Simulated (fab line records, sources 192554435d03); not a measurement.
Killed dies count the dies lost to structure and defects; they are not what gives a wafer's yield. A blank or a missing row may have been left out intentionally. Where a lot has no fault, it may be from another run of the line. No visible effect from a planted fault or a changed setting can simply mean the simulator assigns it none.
A lot that was struck, set against a sound lot :: flow n5 finfet :: 43 out of 1938 route steps
Sound: these wafers, L451.1, L451.4, L451.6. Struck: wafers L466.3, L466.4, L466.6. The cause comes at the end.
At each step with rows: each side's tool, then ch and its chambers, then its first start. Under that, the readings that differ: sound wafers :: struck wafers :: difference of the means :: sigmas: that difference in standard deviations of wafers without a fault.
alike: a reading whose means differ by less than 2 such deviations, as well as words and numbers matching on both sides. not compared: withheld readings; readings where some wafer has no value; bounds like >300 that might hide an equal value; numbers whose values overlap and for which the record gives no deviation.
A row with sigmas, a row that says differs or no value, or rows on one side alone: a step with any of these is where the two part. Non-overlapping numbers with no deviation appear without sigmas and do not part them. Lack of a reading on every wafer of one side parts them only where that side has two or more wafers.

first, 11 steps without rows for these wafers: N5_BEOL_M1_DESCUM_33 (chemistry O2, time 7 s); N5_BEOL_M1_ETCH_77 (etches underlayer in N2/H2, target depth 6.5 nm, time 5.2 s); N5_BEOL_M1_ETCH_69 (etches SiARC in CF4, target depth 15.6 nm, time 26 s); N5_BEOL_M1_ALD_98 (deposits SiO2, target thk 2.5 nm, pulse time 1 s, co reactant pulse time 1 s); N5_BEOL_M1_ETCHBACK_99 (etches SiO2 in CHF3, target depth 5 nm, time 10.4 s); N5_BEOL_M1_ETCH_70 (etches SOC in N2/H2, target depth 80 nm, overetch 16 nm, time 120 s); N5_BEOL_M1_STRIP_71 (strips in N2/H2); N5_BEOL_M1_STRIP_78 (strips in N2/H2); N5_BEOL_M1_VIA_ETCH_34 (etches the open film in C4F6/O2, target depth 67.8 nm, time 64.4 s); N5_BEOL_M1_STRIP_83 (strips in C4F6/O2); N5_BEOL_M1_STRIP_36 (strips in N2/H2).
N5_BEOL_M1_TRENCH_ETCH_37: etches SiOC in C4F6/O2, target depth 55.207 nm, time 29 s.
  sound on rie diel-05 ch 0,1,3, day 6 12:59; struck on rie diel-05 ch 1,2,3, day 10 03:31
  no value came back on the struck wafers for any of 8 readings (C4F6_flow_sccm (sccm), O2_flow_sccm (sccm) and others); on the sound wafers C4F6_flow_sccm (sccm) reads 9.96 10.01 10.00
reading: model.TiN_of_BEOL_M1_HM_DEP_02.thk nm (nm)
sound: 18 17.6 17.8
struck: 19.8 20 20.2
difference: +2.2
sigmas: 
  not compared: rf hours counter h
then, 2 steps without rows for these wafers: N5_BEOL_M1_ETCH_41 (etches SiCN in CH3F/O2, target depth 31.9 nm, time 57.8 s); N5_BEOL_M1_STRIP_97 (strips in N2/H2, time 10 s).
N5_BEOL_M1_OCD_MEAS_38:
  sound: ocd-02 at day 6 13:09; struck: ocd-02 at day 10 03:41
reading: trench depth nm (nm)
sound: 52.0 54.8 54.3
struck: 0.3 0 0.2
difference: -53.5
sigmas: -45
then, 25 steps without rows for these wafers: N5_BEOL_M1_HM_STRIP_39 (strips TiN in peroxide tin strip, target depth 25 nm, time 158 s); N5_BEOL_M1_SRD_40 (time 30 s); N5_BEOL_M1_PRECLEAN_42 (cleans in residue remover, time 60 s); N5_BEOL_M1_SRD_43 (time 30 s); N5_BEOL_M1_DEGAS_44 (time 60 s); N5_BEOL_M1_PRE_CLEAN_45 (time 30 s); N5_BEOL_M1_ALD_84 (deposits TaN, pulse time 2 s, purge time 3 s, co reactant purge time 2 s); N5_BEOL_M1_SURFACE_TREAT_85; N5_BEOL_M1_CVD_47 (deposits Co from CCTBA/H2, target thk 3 nm, time 223.8 s); N5_BEOL_M1_SPUTTER_48 (material Cu, target thk 4.5 nm, time 8.29 s); N5_BEOL_M1_ANNEAL_49 (time 240 s); N5_BEOL_M1_SPUTTER_79 (material Cu, target thk 4.5 nm, time 8.29 s); N5_BEOL_M1_ANNEAL_80 (time 240 s); N5_BEOL_M1_SPUTTER_81 (material Cu, target thk 4.5 nm, time 8.29 s); N5_BEOL_M1_ANNEAL_82 (time 240 s); N5_BEOL_M1_SPUTTER_86 (material Cu, target thk 4.5 nm, time 8.29 s); N5_BEOL_M1_ANNEAL_87 (time 240 s); N5_BEOL_M1_SPUTTER_88 (material Cu, target thk 4.5 nm, time 8.29 s); N5_BEOL_M1_ANNEAL_89 (time 240 s); N5_BEOL_M1_SPUTTER_90 (material Cu, target thk 4.5 nm, time 8.29 s); N5_BEOL_M1_ANNEAL_91 (time 240 s); N5_BEOL_M1_SPUTTER_92 (material Cu, target thk 4.5 nm, time 8.29 s); N5_BEOL_M1_ANNEAL_93 (time 240 s); N5_BEOL_M1_SPUTTER_94 (material Cu, target thk 4.5 nm, time 8.29 s); N5_BEOL_M1_ANNEAL_95 (time 240 s).
N5_BEOL_M1_CMP_52: polishes, stops on SiOC, t overpolish 6.8 s, target thk 40 nm.
  sound on cmp-01 ch 0,2,3, day 6 16:27; struck on cmp-03 ch 2,3, day 10 07:10
reading: slurry filter dp kPa (kPa)
sound: 13.17 13.22 13.05
struck: 13.20 13.43 13.77
difference: +0.32
sigmas: +2

reading: model.Cu_of_BEOL_M1_ECD_50.thk nm (nm)
sound: 39 42.2 39.4
struck: 2 1.4 2.2
difference: -38
sigmas: 
  alike: head pressure psi, motor current A
N5_BEOL_M4_RC_MEAS_101:
  the record has rows for the sound wafers here (prober-02 ch 0, day 8 04:49) and none for the struck ones
-- here the record skips 6 days between the struck wafers' starts before and after, leaving off in module BEOL_M4 and picking up in module PASSIVATION (first step shown: number 1936 of the route) --
N5_PASSIVATION_PROBE_49:
  sound: prober-01 at day 13 01:52; struck: prober-01 at day 16 12:02
reading: defect limited yield (%)
sound: 91.5 90.5 89.2
struck: 0 0 0
difference: -90
sigmas: -70

reading: killed_at_M0_to_M3
sound: 24 22 27
struck: 1110 1103 1125
difference: +1088
sigmas: +99 or more

reading: killed dies
sound: 100 112 127
struck: 1180 1180 1180
difference: +1067
sigmas: +71

reading: killed on rim
sound: 11 18 10
struck: 152 152 152
difference: +139
sigmas: +36

reading: sort_bin_5_function (%)
sound: 4.6 4.9 5.8
struck: 95.8 96.6 97.1
difference: +91.4
sigmas: +99 or more

reading: sort n pass
sound: 1080 1068 1053
struck: 0 0 0
difference: -1067
sigmas: -71

reading: sort yield pct (%)
sound: 91.5 90.5 89.2
struck: 0 0 0
difference: -90
sigmas: -70
  alike: killed_at_M4_up, killed at contacts, killed at front end, killed at other, killed open, killed short, sort_bin_6_memory

== WHERE THEY PART ==
At N5_BEOL_M1_TRENCH_ETCH_37 first; at N5_PASSIVATION_PROBE_49 last (within this record only).

WHY: what the simulator had put in
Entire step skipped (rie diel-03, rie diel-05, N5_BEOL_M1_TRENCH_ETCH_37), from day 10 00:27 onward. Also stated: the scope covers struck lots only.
